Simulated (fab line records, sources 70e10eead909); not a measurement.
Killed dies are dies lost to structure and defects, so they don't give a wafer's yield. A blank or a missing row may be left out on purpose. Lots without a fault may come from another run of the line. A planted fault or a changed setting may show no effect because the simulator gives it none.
A struck lot beside a sound one | flow nand_harc | 29 steps out of a route of 1159
Sound: wafers L395.1, L395.3, L395.4. Struck: wafer L411.1. (L411.2, L411.4 of the same lot were not struck and are left out.) The cause comes at the end.
At each step with rows: each side's tool, then ch and its chambers, then its first start. Under that, the readings that differ: sound wafers | struck wafers | difference of the means | sigmas: that difference in standard deviations of wafers without a fault.
alike: readings whose means differ by less than 2 such deviations, and words and numbers that are the same on both sides. not compared: withheld readings, readings that some wafer has no value for, bounds like >300 that may hide the same value, and numbers for which the record gives no deviation and whose values overlap.
The two part at a step that has a row with sigmas, a row that says differs or no value, or rows on one side only. Numbers that don't overlap but have no deviation are shown without sigmas and don't part them. A reading that every wafer of one side lacks parts them only if that side has two wafers or more.

NHARC_A_CHANNEL_HOLE_D1_OVL_MEAS_11:
  sound on overlay-01, day 8 18:36; struck on overlay-02, day 13 03:52
  reading           | sound       | struck | difference | sigmas
  overlay_x_nm (nm) | 1.0 0.9 0.9 | -0.8   | -1.7       | -2
  alike: overlay_y_nm
NHARC_A_CHANNEL_HOLE_D1_INSPECT_12:
  sound on defect_inspect-01, day 8 18:38; struck on defect_inspect-01, day 13 03:54
  alike: raw_defect_count
NHARC_A_CHANNEL_HOLE_D1_DESCUM_15: chemistry O2, time 3 s.
  sound on rie_diel-05 ch 0,1,2, day 8 18:42; struck on rie_diel-11 ch 0, day 13 03:58
  reading                         | sound          | struck | difference | sigmas
  rf_hours_counter_h (h)          | 1 1 1          | 4      | +3         |
  showerhead_plenum_p_Torr (Torr) | 2.04 1.91 1.88 | 1.78   | -0.16      | -2
  alike: drypump_motor_current_A, oes_product_au, rf_vpp_V, throttle_valve_pct
then, 4 steps without rows for these wafers: NHARC_A_CHANNEL_HOLE_D1_ETCH_38 (etches the open film in CF4, target depth 39 nm, time 65 s); NHARC_A_CHANNEL_HOLE_D1_ETCH_39 (etches the open film in N2/H2, target depth 260 nm, time 325 s); NHARC_A_CHANNEL_HOLE_D1_ETCH_34 (etches the open film in CF4/CHF3, target depth 154 nm, time 77 s); NHARC_A_CHANNEL_HOLE_D1_ETCH_16 (etches the open film in O2/COS, target depth 3100 nm, time 806 s).
NHARC_A_CHANNEL_HOLE_D1_CD_MEAS_18:
  sound on cd_sem-02, day 8 19:49; struck on cd_sem-01, day 13 05:04
  alike: cd_nm
NHARC_A_CHANNEL_HOLE_D1_ETCH_19: etches the open film in C4F8/O2/Ar, time 34.5 s.
  sound on har_etch-02 ch 0,1, day 8 19:54; struck on har_etch-01 ch 0, day 13 07:25
  reading                         | sound          | struck | difference | sigmas
  showerhead_plenum_p_Torr (Torr) | 3.69 3.67 3.69 | 3.85   | +0.17      | +2
  alike: drypump_motor_current_A, temp_c, throttle_valve_pct
  not compared: rf_hours_counter_h
then, 1 step without rows for these wafers: NHARC_A_CHANNEL_HOLE_D1_ETCH_20 (etches the open film in C4F8/O2/Ar, time 361.9 s, target depth 1600 nm).
NHARC_A_CHANNEL_HOLE_D1_ETCH_21: etches the open film in C4F8/O2/Ar, time 514.3 s, target depth 1600 nm.
  sound on har_etch-02 ch 0,1, day 8 20:23; struck on har_etch-01 ch 0, day 13 07:50
  alike: drypump_motor_current_A, showerhead_plenum_p_Torr, temp_c, throttle_valve_pct
  not compared: rf_hours_counter_h
then, 1 step without rows for these wafers: NHARC_A_CHANNEL_HOLE_D1_ETCH_22 (etches the open film in C4F8/O2/Ar, time 666.7 s, target depth 1600 nm).
NHARC_A_CHANNEL_HOLE_D1_ETCH_23: etches the open film in C4F8/O2/Ar, time 819 s, target depth 1600 nm.
  sound on har_etch-02 ch 0,1, day 8 21:26; struck on har_etch-01 ch 0, day 13 08:51
  alike: drypump_motor_current_A, showerhead_plenum_p_Torr, temp_c, throttle_valve_pct
  not compared: rf_hours_counter_h
NHARC_A_CHANNEL_HOLE_D1_ETCH_24: etches the open film in C4F8/O2/Ar, time 906.2 s, target depth 1500 nm.
  sound on har_etch-02 ch 0,1, day 8 22:09; struck on har_etch-01 ch 0, day 13 09:34
  reading                         | sound          | struck | difference | sigmas
  showerhead_plenum_p_Torr (Torr) | 3.64 3.63 3.64 | 3.80   | +0.16      | +2
  alike: drypump_motor_current_A, temp_c, throttle_valve_pct
  not compared: rf_hours_counter_h
then, 10 steps without rows for these wafers: NHARC_A_CHANNEL_HOLE_D1_ETCH_25 (etches the open film in C4F8/O2/Ar, time 1040.2 s, target depth 1500 nm); NHARC_A_CHANNEL_HOLE_D1_ETCH_26 (etches the open film in C4F8/O2/Ar, time 224.1 s, target depth 300 nm); NHARC_A_CHANNEL_HOLE_D1_ETCH_33 (etches the open film in C4F8/O2/Ar, time 90 s, target depth 400 nm); NHARC_A_CHANNEL_HOLE_D1_STRIP_41 (strips in N2/H2); NHARC_A_CHANNEL_HOLE_D1_STRIP_42 (strips in CF4/CHF3); NHARC_A_CHANNEL_HOLE_D1_STRIP_43 (strips in O2/COS); NHARC_A_CHANNEL_HOLE_D1_ETCH_44 (etches the open film in CF4/O2, target depth 140 nm, overetch 14 nm, time 77 s); NHARC_A_CHANNEL_HOLE_D1_STRIP_27 (strips in O2); NHARC_A_CHANNEL_HOLE_D1_PRECLEAN_28 (cleans in SC1); NHARC_A_CHANNEL_HOLE_D1_SRD_29.
NHARC_A_CHANNEL_HOLE_D1_CD_MEAS_30:
  sound on cd_sem-02, day 9 01:25; struck on cd_sem-01, day 13 12:56
  alike: cd_nm
NHARC_A_CHANNEL_HOLE_D1_XSEM_31:
  sound on xsem-01 ch 0, day 9 01:30; struck on xsem-02 ch 0, day 13 13:01
  reading            | sound          | struck | difference | sigmas
  tilt_deg (degrees) | 0.02 0.02 0.02 | 0.11   | +0.09      | +2
  alike: bot_cd_nm, bow_nm
NHARC_A_CHANNEL_HOLE_D1_INSPECT_40:
  sound on defect_inspect-01, day 9 01:36; struck on defect_inspect-02, day 13 13:07
  reading          | sound    | struck | difference | sigmas
  raw_defect_count | 56 34 65 | 313    | +261       | +17
then, 1 step without rows for these wafers: NHARC_A_CHANNEL_FILL_D1_PRECLEAN_00 (cleans in SC1).
-- the record jumps here: 11 days lie between the struck wafers' starts before and after (it left off in module A_CHANNEL_FILL_D1 and takes up again in module END, whose first step shown is number 1159 of the route) --
NHARC_END_SORT_01:
  the record has rows for the struck wafers here (prober-02 ch 0, day 24 03:36) and none for the sound ones

WHERE THEY PART
First at NHARC_A_CHANNEL_HOLE_D1_OVL_MEAS_11; last, within this record, at NHARC_END_SORT_01.

WHY: what the simulator had put in
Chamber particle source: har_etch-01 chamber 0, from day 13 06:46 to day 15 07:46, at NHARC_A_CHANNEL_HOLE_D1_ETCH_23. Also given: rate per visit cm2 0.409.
